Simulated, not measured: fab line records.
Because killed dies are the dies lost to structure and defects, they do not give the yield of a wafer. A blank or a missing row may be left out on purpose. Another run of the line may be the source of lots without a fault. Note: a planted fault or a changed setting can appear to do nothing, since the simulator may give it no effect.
Matching of chambers    flow nand-harc    NHARC_A_BLC_CMP_25 on cmp-03: 4 sister chambers
The step polishes, t overpolish 30 s, target thk 150 nm. 16 wafers are shown with their chamber, then 8 later ones without.

## WAFERS PAIRED WITH THEIR CHAMBERS
wafer   chamber  motor-current-A (A)  time-to-endpoint-s (s)  overpolish-run-s (s)
L074.3  0        10.3                 27                      29.999
L074.4  2        11.9                 30                      30.017
L074.5  1        13.4                 35                      30.002
L076.1  1        13.3                 35                      29.989
L076.3  3        12.2                 29                      30.001
L076.4  0        10.0                 29                      29.995
L080.1  2        12.1                 31                      29.997
L080.2  3        12.4                 30                      29.999
L080.3  0        10.6                 31                      29.999
L081.1  2        11.3                 32                      29.998
L081.3  0        10.4                 29                      30.000
L081.5  1        13.3                 36                      30.003
L084.1  2        11.9                 35                      29.992
L084.3  3        11.9                 31                      29.994
L084.4  0        10.0                 32                      29.977
L092.1  3        12.2                 31                      30.015

SIGNATURES (means of the wafers above)
reading             chamber 0  chamber 1  chamber 2  chamber 3  scatter within a chamber
motor-current-A     10.260     13.333     11.800     12.175     0.253
time-to-endpoint-s  29.60      35.33      32.00      30.25      1.65
overpolish-run-s    29.99400   29.99800   30.00100   30.00225   0.00959
Rule: for a wafer and a chamber, the distance is found by dividing, reading by reading, the gap between the wafer's reading and the chamber's mean by the reading's scatter, squaring, summing and taking the root. If the next closest chamber is less than 2 further off than the closest, the wafer can't be placed; otherwise it belongs to the closest. The scatter is the square root of a quotient: the sum, over the shown wafers, of each reading's squared deviation from its chamber's mean, divided by wafers minus chambers.

## WAFERS MISSING THEIR CHAMBER
wafer   motor-current-A (A)  time-to-endpoint-s (s)  overpolish-run-s (s)
L092.2  13.0                 36                      30.001
L092.6  12.9                 34                      30.002
L096.1  12.2                 27                      30.003
L096.2  14.4                 32                      30.008
L096.4  10.4                 27                      30.013
L094.1  11.9                 28                      29.993
L094.4  10.5                 27                      30.010
L094.6  12.1                 27                      29.988

## WHICH CHAMBER EACH WENT THROUGH
wafer   from the rows above      in truth
L092.2  1                        1
L092.6  can't be placed: 1 or 3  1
L096.1  can't be placed: 3 or 2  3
L096.2  1                        1
L096.4  0                        0
L094.1  can't be placed: 3 or 2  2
L094.4  0                        0
L094.6  can't be placed: 3 or 2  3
4 of 8 placed correctly. Not placeable from these rows: 4 (in 4, the candidates include the true chamber). 0 placed wrongly.
